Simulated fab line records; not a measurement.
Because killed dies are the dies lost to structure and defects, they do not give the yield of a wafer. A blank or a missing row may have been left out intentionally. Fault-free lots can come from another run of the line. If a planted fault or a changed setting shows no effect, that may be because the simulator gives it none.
A struck lot beside a sound one | flow nand-harc | 44 out of 1302 route steps
Sound: the wafers L897.1, L897.3, L897.5. Struck: wafer L903.4 (L903.1, L903.2, from the same lot, were not struck and are left out); the cause is given at the end.
Per side, at each step with rows, come the tool, then ch with its chambers, and then its first start. Under that, the readings that differ: sound wafers | struck wafers | difference of the means | sigmas: that difference in standard deviations of wafers without a fault.
alike: readings whose means differ by less than 2 such deviations, and words and numbers that are the same on both sides. not compared: withheld readings, readings that some wafer has no value for, bounds like >300 that may hide the same value, and numbers for which the record gives no deviation and whose values overlap.
The two part at a step that has a row with sigmas, a row that says differs or no value, or rows on one side only. When numbers do not overlap yet have no deviation, they are printed without sigmas and do not part them. A reading missing from all wafers of one side parts the sides only when that side holds two or more wafers.

first, 5 steps without rows for these wafers: NHARC_P_GATE_HM_OPEN_105 (chemistry O2/COS, target depth 360 nm); NHARC_P_GATE_STRIP_106 (strips in O2/COS); NHARC_P_GATE_ETCH_114 (etches the open film in CF4/O2, target depth 30 nm, overetch 3 nm, time 16.5 s); NHARC_P_GATE_ETCH_32 (etches the open film in HBr/Cl2, target depth 150 nm, time 100.1 s); NHARC_P_GATE_STRIP_108 (strips in O2).
NHARC_P_GATE_CD_MEAS_33:
  sound: cd-sem-03 at day 7 03:29; struck: cd-sem-03 at day 9 06:40
  alike: cd-nm
then, 3 steps without rows for these wafers: NHARC_P_GATE_STRIP_35 (strips in SPM, time 600 s); NHARC_P_GATE_PRECLEAN_73 (cleans in SC1); NHARC_P_GATE_SRD_74.
NHARC_P_GATE_ALD_36: deposits SiNx, target thk 20 nm, pulse time 60 s, ald cycles 223.
  sound on ald-sin-01 ch 0,2, day 7 04:59; struck on ald-sin-04 ch 0, day 9 10:18
  alike: heater-power-w, precursor-pulse-height-rel
NHARC_P_GATE_ETCHBACK_37: etches the open film in CHF3/O2, target depth 34.5 nm, time 17.2 s.
  sound: rie-diel-02 ch 0,2; struck: rie-diel-08 ch 0
  alike: bias-w, drypump-motor-current-A, mfc-ar-sccm, oes-product-au, rf-vpp-V, showerhead-plenum-p-Torr, throttle-valve-pct
  not compared: rf-hours-counter-h
NHARC_P_GATE_STRIP_101: strips in O2, time 20 s.
  sound on rie-diel-02 ch 0,1,3, day 7 13:29; struck on rie-diel-08 ch 2, day 9 16:48
  alike: drypump-motor-current-A, mfc-ar-sccm, oes-product-au, rf-vpp-V, showerhead-plenum-p-Torr, throttle-valve-pct
  not compared: rf-hours-counter-h
NHARC_P_GATE_PRECLEAN_97: cleans in SPM, time 600 s.
  sound on wet-bench-05 ch 1,4,6, day 7 13:35; struck on wet-bench-04 ch 6, day 9 16:55
  alike: bath-heat-duty-pct
then, 11 steps without rows for these wafers: NHARC_P_GATE_SRD_98; NHARC_P_GATE_PRECLEAN_99 (cleans in SC1); NHARC_P_GATE_SRD_100; NHARC_P_GATE_DEHYDRATE_38 (time 120 s); NHARC_P_GATE_HMDS_39 (time 30 s); NHARC_P_GATE_COAT_40; NHARC_P_GATE_SOFTBAKE_41 (time 95 s); NHARC_P_GATE_EBR_42; NHARC_P_GATE_EXPOSE_43 (exposes mask P NSD, target cd 720 nm); NHARC_P_GATE_PEB_44 (peb time 85 s); NHARC_P_GATE_DEVELOP_45 (time 70 s).
NHARC_P_GATE_CD_MEAS_46 targets a cd of 720 nm.
  sound on cd-sem-02 ch 0, day 7 14:25; struck on cd-sem-01 ch 0, day 9 17:44
  reading    | sound             | struck | difference | sigmas
  cd-nm (nm) | 720.8 720.7 718.2 | 715.0  | -4.9       | -2
then, 1 step without rows for these wafers: NHARC_P_GATE_HARDBAKE_47 (time 80 s).
NHARC_P_GATE_DESCUM_48: chemistry O2, time 3 s.
  sound on rie-diel-01 ch 0,2,3, day 7 14:35; struck on rie-diel-08 ch 0, day 9 17:53
  alike: drypump-motor-current-A, mfc-ar-sccm, oes-product-au, rf-vpp-V, showerhead-plenum-p-Torr, throttle-valve-pct
  not compared: rf-hours-counter-h
then, 2 steps without rows for these wafers: NHARC_P_GATE_IMPLANT_49; NHARC_P_GATE_STRIP_111 (strips in N2/H2, time 250 s).
NHARC_P_GATE_STRIP_75: strips in O2.
  sound on plasma-asher-02 ch 0,1, day 7 15:14; struck on plasma-asher-01 ch 0, day 9 18:35
  reading                     | sound          | struck | difference | sigmas
  drypump-motor-current-A (A) | 5.99 6.06 6.00 | 5.34   | -0.68      | -3
  alike: heater-power-w
  not compared: rf-hours-counter-h
then, 9 steps without rows for these wafers: NHARC_P_GATE_STRIP_50 (strips in SPM, time 900 s); NHARC_P_GATE_DEHYDRATE_51 (time 120 s); NHARC_P_GATE_HMDS_52 (time 30 s); NHARC_P_GATE_COAT_53; NHARC_P_GATE_SOFTBAKE_54 (time 95 s); NHARC_P_GATE_EBR_55; NHARC_P_GATE_EXPOSE_56 (exposes mask P PSD, target cd 720 nm); NHARC_P_GATE_PEB_57 (peb time 85 s); NHARC_P_GATE_DEVELOP_58 (time 70 s).
NHARC_P_GATE_CD_MEAS_59 targets a cd of 720 nm.
  sound on cd-sem-03 ch 0, day 7 16:10; struck on cd-sem-01 ch 0, day 9 19:31
  alike: cd-nm
then, 2 steps without rows for these wafers: NHARC_P_GATE_HARDBAKE_60 (time 80 s); NHARC_P_GATE_DESCUM_61 (chemistry O2, time 3 s).
NHARC_P_GATE_INSPECT_68:
  sound: defect-inspect-01 at day 7 21:14; struck: defect-inspect-02 at day 10 00:20
  reading          | sound       | struck | difference | sigmas
  raw-defect-count | 237 107 186 | 505    | +328       | +4
-- jump in the record: it breaks off in module P_GATE and resumes in module END (first step shown: number 1302 of the route), and 18 days separate the struck wafers' starts before and after --
NHARC_END_SORT_01:
  the record has rows for the struck wafers here (prober-02 ch 0, day 28 07:43) and none for the sound ones

WHERE THEY PART
Last at NHARC_END_SORT_01 as far as this record goes, first at NHARC_P_GATE_CD_MEAS_46.

WHY: whatever the simulator had introduced
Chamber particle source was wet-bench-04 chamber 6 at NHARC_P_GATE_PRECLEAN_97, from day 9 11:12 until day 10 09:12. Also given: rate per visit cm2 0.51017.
